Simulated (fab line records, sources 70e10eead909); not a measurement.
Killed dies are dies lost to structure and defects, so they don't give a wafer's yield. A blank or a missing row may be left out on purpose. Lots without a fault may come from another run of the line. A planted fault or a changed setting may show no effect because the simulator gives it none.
A sampling plan put to the test | flow nand_harc | one fab line, 39 faults that these records tell of, each judged on the records of the lots that it struck; 2 more are left out, because the records don't allow judging them
The plan is the line's own looks: the steps of the route at which a gauge or an inspection reads the wafer and doesn't change it. A look can be judged if struck wafers have a number there and the file gives its usual mean and standard deviation on fault-free wafers. Caught: at a look after the fault's first step, the mean of the struck wafers lies 4 or more of those standard deviations (sigma) from the usual mean. On the tool: the same test on the tool's own readings at the fault's steps. Another recipe on the struck wafers, or a record that is blank for them alone, also counts as caught.

THE FAULTS, as the simulator had put them in
1. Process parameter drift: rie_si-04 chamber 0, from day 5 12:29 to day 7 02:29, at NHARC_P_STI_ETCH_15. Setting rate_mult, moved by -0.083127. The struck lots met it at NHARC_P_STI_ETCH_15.
2. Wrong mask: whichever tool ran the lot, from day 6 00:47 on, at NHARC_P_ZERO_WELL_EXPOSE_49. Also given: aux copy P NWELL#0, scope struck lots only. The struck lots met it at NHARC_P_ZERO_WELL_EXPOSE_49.
3. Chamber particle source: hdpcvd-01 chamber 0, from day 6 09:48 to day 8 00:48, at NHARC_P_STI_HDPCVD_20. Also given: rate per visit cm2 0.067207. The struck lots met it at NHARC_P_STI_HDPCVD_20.
4. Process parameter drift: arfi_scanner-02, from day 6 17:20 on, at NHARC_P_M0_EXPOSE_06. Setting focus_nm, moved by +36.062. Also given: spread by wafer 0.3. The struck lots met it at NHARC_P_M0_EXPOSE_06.
5. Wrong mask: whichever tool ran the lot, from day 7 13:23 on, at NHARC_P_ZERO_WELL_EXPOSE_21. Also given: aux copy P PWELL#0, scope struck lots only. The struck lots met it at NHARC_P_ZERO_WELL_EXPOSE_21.
6. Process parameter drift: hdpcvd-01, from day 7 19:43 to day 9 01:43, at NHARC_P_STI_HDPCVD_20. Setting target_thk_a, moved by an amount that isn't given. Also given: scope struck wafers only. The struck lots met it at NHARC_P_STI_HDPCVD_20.
7. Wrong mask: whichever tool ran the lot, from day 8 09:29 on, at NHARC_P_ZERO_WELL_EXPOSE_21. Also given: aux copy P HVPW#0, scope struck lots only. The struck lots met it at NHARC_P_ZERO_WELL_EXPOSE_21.
8. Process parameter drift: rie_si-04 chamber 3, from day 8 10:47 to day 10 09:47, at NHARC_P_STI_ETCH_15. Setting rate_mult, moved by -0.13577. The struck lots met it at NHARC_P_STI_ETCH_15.
9. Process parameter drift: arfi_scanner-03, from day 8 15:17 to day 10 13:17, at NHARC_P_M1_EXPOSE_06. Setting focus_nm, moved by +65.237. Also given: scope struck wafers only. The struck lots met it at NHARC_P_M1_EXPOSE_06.
10. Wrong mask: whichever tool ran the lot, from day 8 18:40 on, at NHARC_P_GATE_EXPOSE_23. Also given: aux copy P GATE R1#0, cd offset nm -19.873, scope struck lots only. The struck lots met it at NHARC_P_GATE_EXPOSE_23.
11. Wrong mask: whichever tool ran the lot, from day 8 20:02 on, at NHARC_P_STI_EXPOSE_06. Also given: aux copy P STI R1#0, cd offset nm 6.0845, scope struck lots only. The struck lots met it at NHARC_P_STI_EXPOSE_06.
12. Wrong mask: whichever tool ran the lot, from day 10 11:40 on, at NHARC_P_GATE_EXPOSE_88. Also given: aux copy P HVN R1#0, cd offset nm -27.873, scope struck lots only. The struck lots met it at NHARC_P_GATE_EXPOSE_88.
13. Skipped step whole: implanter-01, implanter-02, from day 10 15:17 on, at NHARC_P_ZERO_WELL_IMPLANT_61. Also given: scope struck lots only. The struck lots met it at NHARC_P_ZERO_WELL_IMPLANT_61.
14. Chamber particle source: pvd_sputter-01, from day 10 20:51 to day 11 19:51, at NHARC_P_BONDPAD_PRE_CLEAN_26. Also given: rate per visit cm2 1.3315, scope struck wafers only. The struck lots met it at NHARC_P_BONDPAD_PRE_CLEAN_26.
15. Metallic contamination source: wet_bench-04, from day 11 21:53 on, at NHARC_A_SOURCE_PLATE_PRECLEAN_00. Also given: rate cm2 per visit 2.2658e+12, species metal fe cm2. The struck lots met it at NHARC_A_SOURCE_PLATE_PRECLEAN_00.
16. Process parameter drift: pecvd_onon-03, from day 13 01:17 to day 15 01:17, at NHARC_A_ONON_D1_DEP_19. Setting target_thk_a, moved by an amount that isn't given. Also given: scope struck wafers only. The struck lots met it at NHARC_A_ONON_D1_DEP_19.
17. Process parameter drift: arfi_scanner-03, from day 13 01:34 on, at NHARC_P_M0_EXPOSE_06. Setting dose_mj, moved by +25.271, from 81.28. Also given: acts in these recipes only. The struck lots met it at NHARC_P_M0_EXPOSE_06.
18. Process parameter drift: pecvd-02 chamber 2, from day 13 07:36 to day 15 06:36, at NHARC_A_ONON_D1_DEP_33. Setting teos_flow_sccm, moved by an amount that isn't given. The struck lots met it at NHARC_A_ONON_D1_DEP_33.
19. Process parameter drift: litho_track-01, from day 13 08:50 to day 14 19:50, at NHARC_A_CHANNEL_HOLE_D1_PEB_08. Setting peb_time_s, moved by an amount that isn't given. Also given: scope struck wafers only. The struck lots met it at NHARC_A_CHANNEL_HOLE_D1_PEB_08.
20. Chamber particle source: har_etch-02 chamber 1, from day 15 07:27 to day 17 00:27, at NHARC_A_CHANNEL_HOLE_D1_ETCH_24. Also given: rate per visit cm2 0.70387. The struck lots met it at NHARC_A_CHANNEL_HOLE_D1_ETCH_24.
21. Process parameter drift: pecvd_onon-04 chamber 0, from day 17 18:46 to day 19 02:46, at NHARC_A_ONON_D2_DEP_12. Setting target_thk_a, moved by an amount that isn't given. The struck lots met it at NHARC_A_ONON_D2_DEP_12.
22. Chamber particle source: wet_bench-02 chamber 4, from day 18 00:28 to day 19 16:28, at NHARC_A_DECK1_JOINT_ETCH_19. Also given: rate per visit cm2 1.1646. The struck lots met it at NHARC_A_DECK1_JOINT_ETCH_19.
23. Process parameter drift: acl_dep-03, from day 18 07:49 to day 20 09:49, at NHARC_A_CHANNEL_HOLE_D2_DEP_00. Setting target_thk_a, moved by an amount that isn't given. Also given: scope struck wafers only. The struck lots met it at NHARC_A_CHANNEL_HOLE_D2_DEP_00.
24. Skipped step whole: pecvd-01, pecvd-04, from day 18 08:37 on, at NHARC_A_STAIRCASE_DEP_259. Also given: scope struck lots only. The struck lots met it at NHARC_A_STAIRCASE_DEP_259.
25. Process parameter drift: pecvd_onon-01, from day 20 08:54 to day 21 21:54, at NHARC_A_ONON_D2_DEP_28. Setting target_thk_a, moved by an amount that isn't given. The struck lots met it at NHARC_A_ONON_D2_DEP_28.
26. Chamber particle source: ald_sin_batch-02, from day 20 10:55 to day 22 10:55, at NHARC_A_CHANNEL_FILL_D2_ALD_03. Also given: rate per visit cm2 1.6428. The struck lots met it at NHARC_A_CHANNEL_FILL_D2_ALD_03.
27. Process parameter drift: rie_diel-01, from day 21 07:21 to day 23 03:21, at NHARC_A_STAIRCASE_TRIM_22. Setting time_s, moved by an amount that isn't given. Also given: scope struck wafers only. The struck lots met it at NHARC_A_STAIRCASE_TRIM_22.
28. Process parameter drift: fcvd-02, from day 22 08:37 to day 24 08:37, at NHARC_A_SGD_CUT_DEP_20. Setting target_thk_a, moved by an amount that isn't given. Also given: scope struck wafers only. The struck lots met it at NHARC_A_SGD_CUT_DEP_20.
29. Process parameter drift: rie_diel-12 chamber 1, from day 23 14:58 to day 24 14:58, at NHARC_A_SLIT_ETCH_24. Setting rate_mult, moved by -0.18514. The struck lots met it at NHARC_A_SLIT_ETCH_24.
30. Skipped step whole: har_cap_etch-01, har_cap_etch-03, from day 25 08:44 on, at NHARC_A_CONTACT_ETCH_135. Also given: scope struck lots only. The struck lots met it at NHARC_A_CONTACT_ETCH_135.
31. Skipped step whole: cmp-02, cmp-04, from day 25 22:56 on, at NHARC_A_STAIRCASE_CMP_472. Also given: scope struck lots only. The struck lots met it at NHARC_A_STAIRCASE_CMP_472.
32. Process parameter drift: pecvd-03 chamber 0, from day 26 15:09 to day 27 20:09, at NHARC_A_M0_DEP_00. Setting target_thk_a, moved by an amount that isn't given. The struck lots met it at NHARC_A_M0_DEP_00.
33. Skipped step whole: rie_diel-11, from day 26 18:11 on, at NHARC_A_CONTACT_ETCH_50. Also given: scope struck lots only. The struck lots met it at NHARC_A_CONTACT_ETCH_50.
34. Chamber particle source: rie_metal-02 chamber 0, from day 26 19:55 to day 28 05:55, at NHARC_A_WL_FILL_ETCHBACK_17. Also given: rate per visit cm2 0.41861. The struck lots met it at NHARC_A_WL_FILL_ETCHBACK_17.
35. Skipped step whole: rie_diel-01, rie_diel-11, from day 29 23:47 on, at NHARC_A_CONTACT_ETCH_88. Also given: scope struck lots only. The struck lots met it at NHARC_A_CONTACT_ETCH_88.
36. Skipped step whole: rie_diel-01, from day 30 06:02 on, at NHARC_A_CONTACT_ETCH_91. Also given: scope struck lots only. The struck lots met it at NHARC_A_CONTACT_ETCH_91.
37. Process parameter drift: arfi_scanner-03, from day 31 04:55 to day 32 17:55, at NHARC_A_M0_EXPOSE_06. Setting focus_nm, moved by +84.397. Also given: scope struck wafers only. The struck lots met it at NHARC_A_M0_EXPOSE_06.
38. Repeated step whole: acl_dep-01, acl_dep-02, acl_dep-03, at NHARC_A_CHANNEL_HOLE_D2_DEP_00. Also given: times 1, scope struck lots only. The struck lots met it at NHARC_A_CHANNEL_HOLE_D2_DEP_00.
39. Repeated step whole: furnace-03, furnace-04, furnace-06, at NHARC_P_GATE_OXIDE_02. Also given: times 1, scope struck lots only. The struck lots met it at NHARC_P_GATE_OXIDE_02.

WHAT THE PLAN SAW
fault | on the tool itself                               | first look that catches it                      | reading, sigma                                    | median hours from its first step to that look | hours from the fault's start to the first struck lot there | judged looks passed uncaught
1     | oes_product_au -6.7 sigma                        | NHARC_P_STI_OCD_MEAS_17                         | trench_depth_nm -8.6                              | 0.2                                           | 5                                                          | 1
2     | no reading that can be judged                    | NHARC_END_SORT_01                               | killed_at_periphery +99 or beyond                 | 543.8                                         | 548                                                        | 0
3     | no reading that can be judged                    | NHARC_END_SORT_01                               | killed_at_periphery +6.2                          | 504.2                                         | 512                                                        | 1
4     | exposure_dose_mJ_cm2 +8.2 sigma                  | none of the 4 looks that can be judged after it | -                                                 | -                                             | -                                                          | 4
5     | under 2 sigma                                    | NHARC_END_SORT_01                               | killed_at_periphery +99 or beyond                 | 562.6                                         | 566                                                        | 0
6     | no reading that can be judged                    | NHARC_END_SORT_01                               | killed_at_periphery +99 or beyond                 | 500.1                                         | 500                                                        | 0
7     | under 2 sigma                                    | NHARC_END_SORT_01                               | killed_at_periphery +99 or beyond                 | 551.8                                         | 555                                                        | 0
8     | oes_product_au -10 sigma                         | NHARC_P_STI_OCD_MEAS_17                         | trench_depth_nm -13                               | 0.2                                           | 5                                                          | 0
9     | under 2 sigma                                    | NHARC_P_M1_CD_MEAS_09                           | cd_nm +8.1                                        | 0.2                                           | 17                                                         | 0
10    | no reading that can be judged                    | NHARC_P_GATE_CD_MEAS_26                         | cd_nm -49                                         | 0.1                                           | 2                                                          | 0
11    | under 2 sigma                                    | none of the 4 looks that can be judged after it | strongest: cd_nm at NHARC_P_STI_CD_MEAS_09, +3.1  | -                                             | -                                                          | 4
12    | no reading that can be judged                    | NHARC_P_GATE_CD_MEAS_91                         | cd_nm -22                                         | 0.2                                           | 0                                                          | 0
13    | the tool's record is blank for the struck wafers | NHARC_END_SORT_01                               | killed_at_periphery +99 or beyond                 | 532.4                                         | 540                                                        | 0
14    | under 2 sigma                                    | NHARC_END_SORT_01                               | killed_at_periphery +26                           | 416.3                                         | 429                                                        | 0
15    | no reading that can be judged                    | NHARC_END_WLT_00                                | VT_DECK2_TOP_INNER +22                            | 428.5                                         | 429                                                        | 0
16    | no reading that can be judged                    | NHARC_A_ONON_D1_THK_MEAS_21                     | thk_nm +5.0                                       | 0.4                                           | 35                                                         | 0
17    | exposure_dose_mJ_cm2 +99 or beyond sigma         | NHARC_P_M0_CD_MEAS_09                           | cd_nm +27                                         | 0.1                                           | 19                                                         | 0
18    | mfc_precursor_sccm +99 or beyond sigma           | NHARC_A_ONON_D1_THK_MEAS_34                     | thk_nm +31                                        | 0.4                                           | 8                                                          | 0
19    | no reading that can be judged                    | NHARC_A_CHANNEL_HOLE_D1_CD_MEAS_10              | cd_nm +15                                         | 0.1                                           | 32                                                         | 0
20    | under 2 sigma                                    | NHARC_A_CHANNEL_HOLE_D1_INSPECT_40              | raw_defect_count +18                              | 3.6                                           | 15                                                         | 1
21    | under 2 sigma                                    | NHARC_A_ONON_D2_THK_MEAS_14                     | thk_nm +62                                        | 0.5                                           | 18                                                         | 0
22    | under 2 sigma                                    | none of the 5 looks that can be judged after it | strongest: killed_dies at NHARC_END_SORT_01, +3.7 | -                                             | -                                                          | 5
23    | under 2 sigma                                    | NHARC_END_SORT_01                               | killed_dies +27                                   | 269.7                                         | 279                                                        | 0
24    | the tool's record is blank for the struck wafers | NHARC_END_SORT_01                               | killed_dies +27                                   | 194.7                                         | 200                                                        | 0
25    | no reading that can be judged                    | NHARC_A_ONON_D2_THK_MEAS_30                     | thk_nm -9.5                                       | 0.5                                           | 25                                                         | 0
26    | under 2 sigma                                    | not the one look that can be judged after it    | strongest: killed_dies at NHARC_END_SORT_01, +3.5 | -                                             | -                                                          | 1
27    | run_length_s +99 or beyond sigma                 | NHARC_END_SORT_01                               | killed_dies +26                                   | 207.6                                         | 209                                                        | 0
28    | no reading that can be judged                    | NHARC_A_SGD_CUT_THK_MEAS_22                     | thk_nm -33                                        | 5.3                                           | 14                                                         | 0
29    | oes_product_au -7.2 sigma                        | not the one look that can be judged after it    | strongest: killed_dies at NHARC_END_SORT_01, +2.8 | -                                             | -                                                          | 1
30    | the tool's record is blank for the struck wafers | NHARC_END_SORT_01                               | killed_dies +27                                   | 47.0                                          | 56                                                         | 0
31    | the tool's record is blank for the struck wafers | NHARC_END_SORT_01                               | killed_dies +27                                   | 125.7                                         | 134                                                        | 0
32    | no reading that can be judged                    | NHARC_END_SORT_01                               | killed_dies +27                                   | 41.4                                          | 54                                                         | 0
33    | the tool's record is blank for the struck wafers | NHARC_END_SORT_01                               | killed_dies +27                                   | 75.6                                          | 76                                                         | 0
34    | under 2 sigma                                    | none of the 2 looks that can be judged after it | strongest: killed_dies at NHARC_END_SORT_01, +3.5 | -                                             | -                                                          | 2
35    | the tool's record is blank for the struck wafers | NHARC_END_SORT_01                               | killed_dies +27                                   | 57.3                                          | 66                                                         | 0
36    | the tool's record is blank for the struck wafers | NHARC_END_SORT_01                               | killed_dies +27                                   | 61.6                                          | 64                                                         | 0
37    | no reading that can be judged                    | NHARC_A_M0_CD_MEAS_09                           | cd_nm -20                                         | 0.1                                           | 6                                                          | 0
38    | under 2 sigma                                    | NHARC_END_SORT_01                               | killed_dies +27                                   | 268.6                                         | -                                                          | 1
39    | no reading that can be judged                    | NHARC_END_SORT_01                               | killed_at_periphery +99 or beyond                 | 481.8                                         | -                                                          | 1
A dash: the fault isn't caught, or these records don't give the number.

Caught at a look: 33 of 39. Caught on the tool: 14 of 39. By one or the other: 35 of 39.
Caught on the tool alone: faults 4, 29.
Caught at a look alone: faults 2, 3, 5, 6, 7, 9, 10, 12, 14, 15, 16, 19, 20, 21, 23, 25, 28, 32, 37, 38, 39.
Caught by neither: faults 11, 22, 26, 34.

THINNER SAMPLING
If the look that catches a fault measured only every second or every third lot, by lot number, the first struck lot would be measured this late in the worst case:
fault | struck lots at that look, in order of time | every lot | every second lot | every third lot
1     | L980, L982                                 | 5 h       | may miss all 2   | may miss all 2
2     | L140                                       | 548 h     | may miss it      | may miss it
3     | L542, L541, L543                           | 512 h     | 512 h            | 539 h
5     | L146                                       | 566 h     | may miss it      | may miss it
6     | L992, L993, L994                           | 500 h     | 514 h            | 530 h
7     | L392                                       | 555 h     | may miss it      | may miss it
8     | L355, L357, L358                           | 5 h       | 36 h             | may miss all 3
9     | L194, L195                                 | 17 h      | 30 h             | may miss all 2
10    | L294                                       | 2 h       | may miss it      | may miss it
12    | L948                                       | 0 h       | may miss it      | may miss it
13    | L927, L928                                 | 540 h     | 542 h            | may miss all 2
14    | L361, L362                                 | 429 h     | 441 h            | may miss all 2
15    | L516, L518, L517, L521                     | 429 h     | 458 h            | 458 h
16    | L116                                       | 35 h      | may miss it      | may miss it
17    | L855, L856                                 | 19 h      | 24 h             | may miss all 2
18    | L386                                       | 8 h       | may miss it      | may miss it
19    | L339                                       | 32 h      | may miss it      | may miss it
20    | L391, L394                                 | 15 h      | 31 h             | may miss all 2
21    | L747, L748                                 | 18 h      | 27 h             | may miss all 2
23    | L435, L437, L439                           | 279 h     | may miss all 3   | 318 h
24    | L642, L643                                 | 200 h     | 205 h            | may miss all 2
25    | L616, L618                                 | 25 h      | may miss all 2   | may miss all 2
27    | L327, L329, L331                           | 209 h     | may miss all 3   | 248 h
28    | L705, L707, L709                           | 14 h      | may miss all 3   | 51 h
30    | L292, L291                                 | 56 h      | 56 h             | may miss all 2
31    | L620, L621                                 | 134 h     | 135 h            | may miss all 2
32    | L645, L647                                 | 54 h      | may miss all 2   | may miss all 2
33    | L977, L978                                 | 76 h      | 105 h            | may miss all 2
35    | L438, L437                                 | 66 h      | 70 h             | may miss all 2
36    | L325, L328                                 | 64 h      | 69 h             | may miss all 2
37    | L380, L379                                 | 6 h       | 16 h             | may miss all 2
Hours are from the fault's start to the first struck lot that is measured. The limit of 4 sigma was tested on all struck wafers together, so one lot alone may lie under it. Other struck lots may not be in these records.

THE LONGEST TIMED WAY FROM STEP TO LOOK
Fault 5: a median of 562.6 hours passes between NHARC_P_ZERO_WELL_EXPOSE_21 and NHARC_END_SORT_01. No look between them can be judged.
